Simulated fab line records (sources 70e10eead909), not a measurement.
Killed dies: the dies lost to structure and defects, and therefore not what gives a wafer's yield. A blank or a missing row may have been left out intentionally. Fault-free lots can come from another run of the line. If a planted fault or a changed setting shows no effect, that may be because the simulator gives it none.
8D (eight disciplines) problem report, filled in by code | flow nand-harc | the parts of the form that need people (team, actions taken, sign-off) are left out

1. PROBLEM STATEMENT
Mean of rf-fwd-power-W at NHARC_A_STAIRCASE_DEP_325: 559.0 W across 2 wafers in 2 lots; on wafers with no fault it is 499.5 W (standard deviation 1.6). That puts it +37 standard deviations away from the usual mean.
The step: deposits SiO2, target thk 3800 nm.
Seen first at day 17 13:49 on pecvd-02, wafer L263.3. At this step, 36 wafers from 12 lots have a number in the record. The rule behind "out" and "out of limits": a value lying over 4 standard deviations away from the usual mean. Any other wafer with a number is counted as sound.

2. WHAT IT IS AND WHAT IT IS NOT
question                    | is                | is not
which readings at this step | rf-fwd-power-W    | heater-power-outer-w, heater-power-w
which lots                  | L263, L265        | L246, L247, L248, L250, L251, L252, L253, L254, L256, L261
which wafers of those lots  | L263.3, L265.1    | L263.5, L263.6, L265.3, L265.5
read on which tools         | pecvd-02          | pecvd-01, pecvd-04
when                        | from day 17 13:49 | up to then (32 sound wafers); but 2 sound wafers of L265 came after

3. SUSPECTS, AND WHAT RULES EACH OUT
Counting: if a tool at a process step up to the reading ran every lot that is out, it stays a suspect. Sound lots after the first of them don't rule it out here, since some wafers of a struck lot are sound.
- pecvd-02 at NHARC_A_STAIRCASE_DEP_325 (deposits SiO2, target thk 3800 nm): kept. Ran every lot that is out, first one L263 (day 17 13:49); last sound lot up to then L248 (day 13 15:00). On those wafers its own readings are out: rf-fwd-power-W.
- At NHARC_A_STAIRCASE_DEP_325, inside pecvd-02: chamber 1 took the wafers that are out, while their sound lot-mates went through chambers 0, 2.
The count leaves pecvd-02 at NHARC_A_STAIRCASE_DEP_325.

4. THE CAUSE (what the simulator had put in)
pecvd-02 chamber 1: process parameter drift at NHARC_A_STAIRCASE_DEP_325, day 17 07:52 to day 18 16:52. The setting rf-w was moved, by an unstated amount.
After counting, this tool was the only one left.

5. THE EFFECT CHAIN, in route order
Each row: a reading whose mean over the struck wafers that have a number lies more than 3 standard deviations from the usual. Scope: only readings with a usual standard deviation given in the record; hours: median across lots of the time from each lot's start at the first step in this table that gives one to its start at this step; sigmas: change in usual standard deviations.
hours | step                      | reading        | usual   | on struck wafers | change | sigmas
0     | NHARC_A_STAIRCASE_DEP_325 | rf-fwd-power-W | 499.5 W | 559.0            | +59.5  | +37
It contains these process steps:
- NHARC_A_STAIRCASE_DEP_325: deposits SiO2, target thk 3800 nm.

6. HOW IT WOULD HAVE BEEN CAUGHT EARLIER
In this record the first reading out of limits was taken at day 17 13:49, 6 hours after the fault began at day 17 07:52.
